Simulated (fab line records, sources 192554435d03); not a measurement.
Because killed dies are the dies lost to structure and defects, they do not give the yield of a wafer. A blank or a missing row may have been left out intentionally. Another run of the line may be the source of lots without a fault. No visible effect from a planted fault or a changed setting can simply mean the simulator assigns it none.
Lot-split experiment + flow n5_finfet + 7 lots, 21 wafers read, on a route of 1938 steps

== THE SPLIT ITSELF ==
At N5_BEOL_M5_HM_DEP_02 (deposits TiN, target thk 20 nm), the setting target_thk_a was moved away from the recipe's 200 angstrom on 7 of the 21 wafers read, by -5.5% to +12.0%. This setting was run at the recipe's value on the other wafers.

== FROM THE SPLIT TO THE READING: what the file shows between them, 9 steps ==
- N5_BEOL_M5_COAT_05: resist thk 30 nm (also split here: spin_rpm)
- N5_BEOL_M5_EBR_07
- N5_BEOL_M5_SOFTBAKE_06: time 60 s
- N5_BEOL_M5_STRIP_73: strips in N2/H2
- N5_BEOL_M5_STRIP_64: strips in CF4
- N5_BEOL_M5_HM_OPEN_17: chemistry Cl2/BCl3, target TiN, target depth 20 nm, overetch 6 nm
- N5_BEOL_M5_STRIP_19: strips in O2
- N5_BEOL_M5_STRIP_85: strips in C4F6/O2
- N5_BEOL_M5_STRIP_36: strips in N2/H2

== THE READING ==
TiN_of_BEOL_M5_HM_DEP_02.thk_nm (the simulator's own value, which no gauge read), in nm, at N5_BEOL_M5_TRENCH_ETCH_37 (etches SiCOH lowk in C4F6/O2, target depth 71.652 nm, time 24.7 s). No usual value for it is given in the file. Average 18.0 nm, standard deviation 0.5 nm, over the 14 wafers here run with the recipe.

| wafer  | tool, chamber at the split | target_thk_a as run, angstrom | against the recipe | TiN_of_BEOL_M5_HM_DEP_02.thk_nm, nm | against lot-mates on the recipe |
|--------|----------------------------|-------------------------------|--------------------|-------------------------------------|---------------------------------|
| L078.1 | pvd_sputter-03, -          | 200                           | recipe             | 17.6                                | -                               |
| L078.5 | pvd_sputter-03, -          | 200                           | recipe             | 17.4                                | -                               |
| L078.6 | pvd_sputter-03, -          | 200                           | recipe             | 17.8                                | -                               |
| L084.4 | pvd_sputter-02, -          | 200                           | recipe             | 18.4                                | -                               |
| L084.5 | pvd_sputter-02, -          | 200                           | recipe             | 18.4                                | -                               |
| L084.6 | pvd_sputter-02, -          | 200                           | recipe             | 18.2                                | -                               |
| L085.4 | pvd_sputter-03, -          | 189.5                         | -5.2%              | 16.8                                | -1.4                            |
| L085.5 | pvd_sputter-03, -          | 189.5                         | -5.2%              | 16.6                                | -1.6                            |
| L085.6 | pvd_sputter-03, -          | 200                           | recipe             | 18.2                                | -                               |
| L087.3 | pvd_sputter-01, -          | 200                           | recipe             | 17.4                                | -                               |
| L087.5 | pvd_sputter-01, -          | 200                           | recipe             | 17.4                                | -                               |
| L087.6 | pvd_sputter-01, -          | 200                           | recipe             | 17.6                                | -                               |
| L089.1 | pvd_sputter-03, -          | 200                           | recipe             | 18.2                                | -                               |
| L089.2 | pvd_sputter-03, -          | 188.9                         | -5.5%              | 17                                  | -1.3                            |
| L089.4 | pvd_sputter-03, -          | 200                           | recipe             | 18.4                                | -                               |
| L094.1 | pvd_sputter-02, -          | 200                           | recipe             | 19.2                                | -                               |
| L094.4 | pvd_sputter-02, -          | 214.2                         | +7.1%              | 20                                  | +0.8                            |
| L094.5 | pvd_sputter-02, -          | 214.2                         | +7.1%              | 20                                  | +0.8                            |
| L097.1 | pvd_sputter-01, -          | 224                           | +12.0%             | 19.8                                | +1.8                            |
| L097.2 | pvd_sputter-01, -          | 224                           | +12.0%             | 20.2                                | +2.2                            |
| L097.6 | pvd_sputter-01, -          | 200                           | recipe             | 18                                  | -                               |

FIT RESULTS
A straight line over all 21 wafers: TiN_of_BEOL_M5_HM_DEP_02.thk_nm changes by +0.201 nm for each +1% of target_thk_a; r = +0.89; the points scatter about the line by 0.5 nm.
The same after taking each lot's own level away (the mean of its wafers on the recipe; 21 wafers): +0.179 nm for each +1%; r = +0.96; scatter 0.24 nm.
Per that fit: largest target_thk_a move, reading shift of 2.2 nm.
Measured against the standard deviation above, the lots' own levels, which go from 17.47 to 19.20 nm, span 3.5 times it.
Thus the slope moves with the lot-to-lot level: the two fits are different.
Check: with one of the wafers moved furthest among these (+12.0%) left out of the fit, the line predicts +2.13 nm for it against its lot-mates. Against them it came out at +1.8 nm.

== FURTHER SPLITS ON THESE WAFERS ==
Note: prior to the reading, these wafers also went through further splits. Each is held against what the fit with the lots' levels taken away leaves over:
| other split on the same wafers    | wafers away from the commonest value | r with TiN_of_BEOL_M5_HM_DEP_02.thk_nm (lot level and that fit taken away) |
|-----------------------------------|--------------------------------------|----------------------------------------------------------------------------|
| N5_BEOL_M2_COAT_62 spin_rpm       | 6                                    | -0.58                                                                      |
| N5_BEOL_M3_ILD_DEP_00 time_s      | 8                                    | +0.73                                                                      |
| N5_BEOL_M3_HM_DEP_02 target_thk_a | 6                                    | -0.51                                                                      |
| N5_BEOL_M5_COAT_05 spin_rpm       | 10                                   | -0.09                                                                      |

== THE WHOLE CHAIN: every reading that the file lists as answering this split, in the file's order ==
| step                      | what it does                                                      | reading                                                                          | change (the file's fit)               | r (the file's) |
|---------------------------|-------------------------------------------------------------------|----------------------------------------------------------------------------------|---------------------------------------|----------------|
| N5_BEOL_M5_HM_DEP_02      | deposits TiN, target thk 20 nm                                    | TiN_of_BEOL_M5_HM_DEP_02.thk_nm (the simulator's own value, which no gauge read) | +0.19 nm for each +1% of the setting  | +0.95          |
| N5_BEOL_M5_HM_OPEN_17     | chemistry Cl2/BCl3, target TiN, target depth 20 nm, overetch 6 nm | etch.depth_nm (the simulator's own value, which no gauge read)                   | +0.188 nm for each +1% of the setting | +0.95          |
| N5_BEOL_M5_TRENCH_ETCH_37 | etches SiCOH lowk in C4F6/O2, target depth 71.652 nm, time 24.7 s | TiN_of_BEOL_M5_HM_DEP_02.thk_nm (the simulator's own value, which no gauge read) | +0.177 nm for each +1% of the setting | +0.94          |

== FILE'S OWN FIT ==
TiN_of_BEOL_M5_HM_DEP_02.thk_nm changes by +0.177 nm for each +1% of target_thk_a, r = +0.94.
